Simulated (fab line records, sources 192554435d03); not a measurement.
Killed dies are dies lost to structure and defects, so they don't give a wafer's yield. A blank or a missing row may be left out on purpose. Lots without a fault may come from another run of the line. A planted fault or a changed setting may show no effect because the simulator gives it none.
Split-lot experiment | flow n5_finfet | 7 lots, 21 wafers read, on a route of 1938 steps

THE SPLIT
At N5_BEOL_M3_ETCH_70 (etches SOC in N2/H2, target depth 80 nm, overetch 16 nm, time 120 s), the setting bias_w was moved away from the recipe's 150 W on 5 of the 21 wafers read, by -16.2% to +11.5%. The other wafers ran this setting at the recipe's value.

The reading is taken at the split's own step.

THE READING
rf_vpp_V, in V, at N5_BEOL_M3_ETCH_70 (etches SOC in N2/H2, target depth 80 nm, overetch 16 nm, time 120 s). Fault-free wafers of this fab line usually give 523.7 V, standard deviation 2.2 V.

wafer  | tool, chamber at the split | bias_w as run, W | against the recipe | rf_vpp_V, V | against lot-mates on the recipe
L077.3 | rie_diel-03, 1             | 150              | recipe             | 529.6       | -
L077.5 | rie_diel-03, 2             | 150              | recipe             | 523.6       | -
L077.6 | rie_diel-03, 3             | 150              | recipe             | 525.0       | -
L079.1 | rie_diel-06, 0             | 150              | recipe             | 522.0       | -
L079.2 | rie_diel-06, 2             | 150              | recipe             | 524.1       | -
L079.4 | rie_diel-06, 3             | 150              | recipe             | 525.1       | -
L084.2 | rie_diel-03, 1             | 150              | recipe             | 529.5       | -
L084.4 | rie_diel-03, 0             | 150              | recipe             | 523.4       | -
L084.6 | rie_diel-03, 2             | 150              | recipe             | 523.7       | -
L087.1 | rie_diel-04, 3             | 150              | recipe             | 521.5       | -
L087.4 | rie_diel-04, 2             | 125.7            | -16.2%             | 465.9       | -55.2
L087.6 | rie_diel-04, 2             | 150              | recipe             | 520.7       | -
L089.1 | rie_diel-04, 3             | 157.2            | +4.8%              | 538.7       | +16.3
L089.4 | rie_diel-04, 0             | 157.2            | +4.8%              | 538.9       | +16.5
L089.5 | rie_diel-04, 3             | 150              | recipe             | 522.4       | -
L091.3 | rie_diel-03, 3             | 129.9            | -13.4%             | 480.2       | -44.8
L091.4 | rie_diel-03, 0             | 150              | recipe             | 522.6       | -
L091.6 | rie_diel-03, 1             | 150              | recipe             | 527.4       | -
L097.2 | rie_diel-03, 1             | 150              | recipe             | 527.9       | -
L097.4 | rie_diel-03, 3             | 150              | recipe             | 523.1       | -
L097.6 | rie_diel-03, 1             | 167.3            | +11.5%             | 565.9       | +40.4

THE FIT
A straight line over all 21 wafers: rf_vpp_V changes by +3.47 V for each +1% of bias_w; r = +0.99; the points scatter about the line by 2.7 V.
The same after taking each lot's own level away (the mean of its wafers on the recipe; 21 wafers): +3.41 V for each +1%; r = +0.99; scatter 2 V.
On that fit, the largest move of bias_w shifts the reading by 55 V.
The lots' own levels span 521.10 to 526.07 V, that is 2.3 times the standard deviation above.
So the lot-to-lot level changes the slope little: the two slopes agree.
Check: with one of the wafers moved furthest among these (-16.2%) left out of the fit, the line predicts -55.1 V for it against its lot-mates. It came out at -55.2 V against them.
Tool readings at the split's step, against how far the setting was moved: rf_vpp_V r = +0.99.

OTHER SPLITS ON THESE WAFERS
These wafers also went through other splits before the reading. Each is held against what the fit with the lots' levels taken away leaves over:
other split on the same wafers            | wafers away from the commonest value | r with rf_vpp_V (lot level and that fit taken away)
N5_BEOL_M0_SAQP_SPACER1_ALD_98 ald_cycles | 6                                    | -0.16
N5_BEOL_M0_SAQP_ETCH_106 target_depth_a   | 5                                    | +0.06
N5_BEOL_M2_EXPOSE_08 dose_mj              | 7                                    | -0.03
N5_BEOL_M2_ALD_98 ald_cycles              | 4                                    | +0.37
N5_BEOL_M2_ETCHBACK_99 time_s             | 5                                    | -0.13

THE WHOLE CHAIN: every reading that the file lists as answering this split, in the file's order
step               | what it does                                                        | reading                                                                          | change (the file's fit)                | r (the file's)
N5_BEOL_M3_ETCH_70 | etches SOC in N2/H2, target depth 80 nm, overetch 16 nm, time 120 s | rf_vpp_V                                                                         | +3.41 V for each +1% of the setting    | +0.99
N5_BEOL_M3_ETCH_70 | etches SOC in N2/H2, target depth 80 nm, overetch 16 nm, time 120 s | SiARC_of_BEOL_M3_COAT_68.thk_nm (the simulator's own value, which no gauge read) | -0.0606 nm for each +1% of the setting | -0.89

THE FILE'S OWN FIT
rf_vpp_V changes by +3.41 V for each +1% of bias_w, r = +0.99.
